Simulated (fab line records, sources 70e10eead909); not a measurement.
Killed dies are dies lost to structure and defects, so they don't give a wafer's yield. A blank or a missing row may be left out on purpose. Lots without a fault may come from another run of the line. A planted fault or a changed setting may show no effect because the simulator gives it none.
Chamber matching | flow nand_harc | NHARC_P_CONTACT_ALD_22 on ald_metal-04: 4 sister chambers
The step deposits TiN, target thk 3 nm, pulse time 1 s, ald cycles 150. 20 wafers are shown with their chamber, then 10 later ones without.

WAFERS WITH THEIR CHAMBER
wafer  | chamber | heater_power_w (W) | precursor_pulse_height_rel
L076.1 | 3       | 1121               | 0.996
L076.2 | 0       | 1193               | 1.015
L076.5 | 1       | 1243               | 1.021
L079.4 | 0       | 1189               | 1.001
L079.5 | 1       | 1247               | 1.008
L079.6 | 0       | 1205               | 1.004
L080.3 | 2       | 1292               | 1.041
L080.4 | 0       | 1230               | 1.002
L080.5 | 2       | 1269               | 1.022
L083.1 | 0       | 1225               | 1.020
L083.2 | 2       | 1245               | 1.015
L083.3 | 3       | 1116               | 0.968
L081.2 | 1       | 1245               | 0.990
L081.3 | 0       | 1233               | 1.011
L081.5 | 3       | 1126               | 0.988
L085.1 | 3       | 1115               | 0.964
L085.2 | 2       | 1305               | 1.017
L085.6 | 3       | 1117               | 1.013
L088.1 | 1       | 1272               | 0.982
L088.2 | 3       | 1135               | 0.987

SIGNATURES (means of the wafers above)
reading                    | chamber 0 | chamber 1 | chamber 2 | chamber 3 | scatter within a chamber
heater_power_w             | 1212.50   | 1251.75   | 1277.75   | 1121.67   | 17.3
precursor_pulse_height_rel | 1.00883   | 1.00025   | 1.02375   | 0.98600   | 0.0143
Rule: a wafer's distance from a chamber is the root of the sum, over the readings, of the square of ((its reading less the chamber's mean) divided by the reading's scatter). The wafer belongs to the nearest chamber; if the next one is less than 2 further off, it can't be placed. The scatter: the root of (the sum of the squares of (reading less its chamber's mean) over the shown wafers, divided by (wafers less chambers)).

WAFERS WITHOUT THEIR CHAMBER
wafer  | heater_power_w (W) | precursor_pulse_height_rel
L088.4 | 1217               | 1.010
L089.1 | 1227               | 1.038
L089.2 | 1323               | 0.988
L089.5 | 1147               | 0.973
L095.2 | 1190               | 1.031
L095.4 | 1223               | 0.985
L095.5 | 1222               | 0.984
L097.3 | 1208               | 1.017
L097.4 | 1122               | 1.022
L097.6 | 1133               | 1.019

WHICH CHAMBER EACH WENT THROUGH
wafer  | from the rows above          | in truth
L088.4 | can't be placed: 0 or 1      | 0
L089.1 | can't be placed: 0 or 1 or 2 | 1
L089.2 | can't be placed: 2 or 1      | 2
L089.5 | 3                            | 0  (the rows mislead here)
L095.2 | 0                            | 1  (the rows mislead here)
L095.4 | can't be placed: 0 or 1      | 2
L095.5 | can't be placed: 0 or 1      | 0
L097.3 | 0                            | 0
L097.4 | 3                            | 3
L097.6 | 3                            | 3
Placed correctly: 3 of 10. Can't be placed from these rows: 5 (the true chamber is among the candidates in 4). Placed wrongly: 2.
